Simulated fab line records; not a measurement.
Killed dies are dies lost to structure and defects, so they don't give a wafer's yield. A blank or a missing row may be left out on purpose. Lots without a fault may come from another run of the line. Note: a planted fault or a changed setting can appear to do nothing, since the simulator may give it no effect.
Chamber matching :: flow nand-harc :: NHARC_P_CONTACT_DESCUM_17 on rie-diel-06: 4 sister chambers
The step chemistry O2, time 3 s. 16 wafers are shown with their chamber, then 8 later ones without.

WAFERS, EACH WITH ITS CHAMBER
wafer: L082.3
chamber: 3
drypump-motor-current-A (A): 4.6
rf-vpp-V (V): 57.9
oes-product-au (a.u.): 1.007

wafer: L082.4
chamber: 1
drypump-motor-current-A (A): 5.9
rf-vpp-V (V): 58.4
oes-product-au (a.u.): 1.007

wafer: L082.5
chamber: 3
drypump-motor-current-A (A): 4.6
rf-vpp-V (V): 57.9
oes-product-au (a.u.): 1.009

wafer: L083.3
chamber: 1
drypump-motor-current-A (A): 5.9
rf-vpp-V (V): 58.4
oes-product-au (a.u.): 0.994

wafer: L083.4
chamber: 2
drypump-motor-current-A (A): 5.5
rf-vpp-V (V): 56.0
oes-product-au (a.u.): 1.011

wafer: L083.6
chamber: 1
drypump-motor-current-A (A): 5.9
rf-vpp-V (V): 57.1
oes-product-au (a.u.): 1.005

wafer: L084.1
chamber: 3
drypump-motor-current-A (A): 4.6
rf-vpp-V (V): 57.4
oes-product-au (a.u.): 0.996

wafer: L084.5
chamber: 0
drypump-motor-current-A (A): 6.1
rf-vpp-V (V): 58.4
oes-product-au (a.u.): 1.003

wafer: L084.6
chamber: 1
drypump-motor-current-A (A): 6.0
rf-vpp-V (V): 57.1
oes-product-au (a.u.): 1.001

wafer: L087.1
chamber: 3
drypump-motor-current-A (A): 4.6
rf-vpp-V (V): 56.8
oes-product-au (a.u.): 1.003

wafer: L087.2
chamber: 1
drypump-motor-current-A (A): 5.9
rf-vpp-V (V): 59.1
oes-product-au (a.u.): 1.002

wafer: L087.6
chamber: 3
drypump-motor-current-A (A): 4.6
rf-vpp-V (V): 57.0
oes-product-au (a.u.): 1.005

wafer: L089.1
chamber: 3
drypump-motor-current-A (A): 4.6
rf-vpp-V (V): 57.5
oes-product-au (a.u.): 1.003

wafer: L089.2
chamber: 2
drypump-motor-current-A (A): 5.5
rf-vpp-V (V): 56.0
oes-product-au (a.u.): 1.010

wafer: L089.6
chamber: 2
drypump-motor-current-A (A): 5.5
rf-vpp-V (V): 57.4
oes-product-au (a.u.): 1.009

wafer: L090.1
chamber: 3
drypump-motor-current-A (A): 4.6
rf-vpp-V (V): 58.2
oes-product-au (a.u.): 1.003

SIGNATURES (means of the wafers above)
reading: drypump-motor-current-A
chamber 0: 6.100
chamber 1: 5.920
chamber 2: 5.500
chamber 3: 4.600
scatter within a chamber: 0.0258

reading: rf-vpp-V
chamber 0: 58.400
chamber 1: 58.020
chamber 2: 56.467
chamber 3: 57.529
scatter within a chamber: 0.708

reading: oes-product-au
chamber 0: 1.00300
chamber 1: 1.00180
chamber 2: 1.01000
chamber 3: 1.00371
scatter within a chamber: 0.00411
Rule: for each reading, subtract the chamber's mean from the wafer's reading, divide by that reading's scatter and square the result; add these up over the readings and take the root, which gives the wafer's distance from the chamber. If the next closest chamber is less than 2 further off than the closest, the wafer can't be placed; otherwise it belongs to the closest. The scatter: the root of (the sum of the squares of (reading less its chamber's mean) over the shown wafers, divided by (wafers less chambers)).

WAFERS WITHOUT THEIR CHAMBER
wafer: L090.4
drypump-motor-current-A (A): 5.9
rf-vpp-V (V): 55.8
oes-product-au (a.u.): 1.010

wafer: L090.6
drypump-motor-current-A (A): 5.9
rf-vpp-V (V): 58.5
oes-product-au (a.u.): 0.997

wafer: L094.1
drypump-motor-current-A (A): 5.5
rf-vpp-V (V): 56.2
oes-product-au (a.u.): 0.982

wafer: L094.4
drypump-motor-current-A (A): 6.1
rf-vpp-V (V): 59.7
oes-product-au (a.u.): 0.996

wafer: L094.5
drypump-motor-current-A (A): 6.0
rf-vpp-V (V): 59.8
oes-product-au (a.u.): 1.002

wafer: L096.2
drypump-motor-current-A (A): 4.6
rf-vpp-V (V): 58.6
oes-product-au (a.u.): 1.000

wafer: L096.4
drypump-motor-current-A (A): 5.5
rf-vpp-V (V): 57.4
oes-product-au (a.u.): 0.995

wafer: L096.6
drypump-motor-current-A (A): 5.5
rf-vpp-V (V): 57.7
oes-product-au (a.u.): 0.995

THE CHAMBER EACH PASSED THROUGH
wafer: L090.4
from the rows above: 1
in truth: 1

wafer: L090.6
from the rows above: 1
in truth: 1

wafer: L094.1
from the rows above: 2
in truth: 2

wafer: L094.4
from the rows above: 0
in truth: 0

wafer: L094.5
from the rows above: can't be placed: 1 or 0
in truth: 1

wafer: L096.2
from the rows above: 3
in truth: 3

wafer: L096.4
from the rows above: 2
in truth: 2

wafer: L096.6
from the rows above: 2
in truth: 2
Correctly placed: 7 of 8. Not placeable from these rows: 1 (in 1, the candidates include the true chamber). Wrongly placed: 0.
